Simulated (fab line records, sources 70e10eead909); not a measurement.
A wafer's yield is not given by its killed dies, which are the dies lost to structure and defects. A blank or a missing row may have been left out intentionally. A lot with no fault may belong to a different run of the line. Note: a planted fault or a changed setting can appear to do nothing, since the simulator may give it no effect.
Which tool was responsible? -- flow nand_harc -- 6 lots with 16 wafers sampled at 3 steps, on a route of 1159 steps

== WHAT EACH GAUGE READ, for each wafer ==
NHARC_A_ONON_D1_THK_MEAS_18: measures by ellipsometry.
lot,measured,on,thk_nm (nm)
L367,day 8 18:17,film_metro-02,1007 1006 1008
L369,day 8 21:46,film_metro-01,1010 1009 1010
L375,day 10 07:50,film_metro-02,615 983
L379,day 11 13:23,film_metro-02,624 992
L384,day 12 21:17,film_metro-01,1017 1016 1014
L387,day 13 20:11,film_metro-02,1004 1003 1004

== WHICH TOOL RAN EACH LOT (tool, then ch and the chambers of the sampled wafers, then the start) ==
lot,NHARC_A_ZERO_WELL_ETCH_19,NHARC_A_ONON_D1_DEP_16
L367,"rie_diel-09 ch 0,1, day 7 09:58","pecvd_onon-04 ch 0, day 8 17:47"
L369,"rie_diel-09 ch 0,1,2, day 7 13:20","pecvd_onon-03 ch 0, day 8 21:22"
L375,"rie_diel-05 ch 1,2, day 8 18:52","pecvd_onon-03 ch 0, day 10 07:20"
L379,"rie_diel-09 ch 2,3, day 10 06:45","pecvd_onon-03 ch 0, day 11 12:59"
L384,"rie_diel-05 ch 1,2,3, day 11 13:17","pecvd_onon-02 ch 0, day 12 20:49"
L387,"rie_diel-09 ch 2,3, day 12 04:31","pecvd_onon-03 ch 0, day 13 19:47"
- NHARC_A_ZERO_WELL_ETCH_19: etches the open film in N2/H2, target depth 80 nm, overetch 24 nm, time 87.88 s.
- NHARC_A_ONON_D1_DEP_16: target thk 1000 nm.

== THE ANSWER, worked out from the rows above alone ==
Rule: usual is defined by the lots themselves. Put in order of their means at a reading, lots are off if they are a third of the lots or fewer, leave a main group of 4 or more, and stand apart from it by a gap of 3 or more times the standard deviation of the main group's means; of several such gaps the widest counts. Not used: any main group whose means are identical at the precision the tables above print for the reading. Also off: a lot with no number at a reading for which 4 or more lots have one. Any other lot the step has rows for is counted as sound.
Off: L375, L379, at NHARC_A_ONON_D1_THK_MEAS_18 (thk_nm). Mean 1009 nm and standard deviation 4.4 in the main group.
If a tool, at a process step before that reading, ran all the lots that are off and no sound lot after the first of them, it fits. Gauges at NHARC_A_ONON_D1_THK_MEAS_18: tried the same way as those tools. None of those tried fits.

== WHAT THE SIMULATOR HAD INSERTED ==
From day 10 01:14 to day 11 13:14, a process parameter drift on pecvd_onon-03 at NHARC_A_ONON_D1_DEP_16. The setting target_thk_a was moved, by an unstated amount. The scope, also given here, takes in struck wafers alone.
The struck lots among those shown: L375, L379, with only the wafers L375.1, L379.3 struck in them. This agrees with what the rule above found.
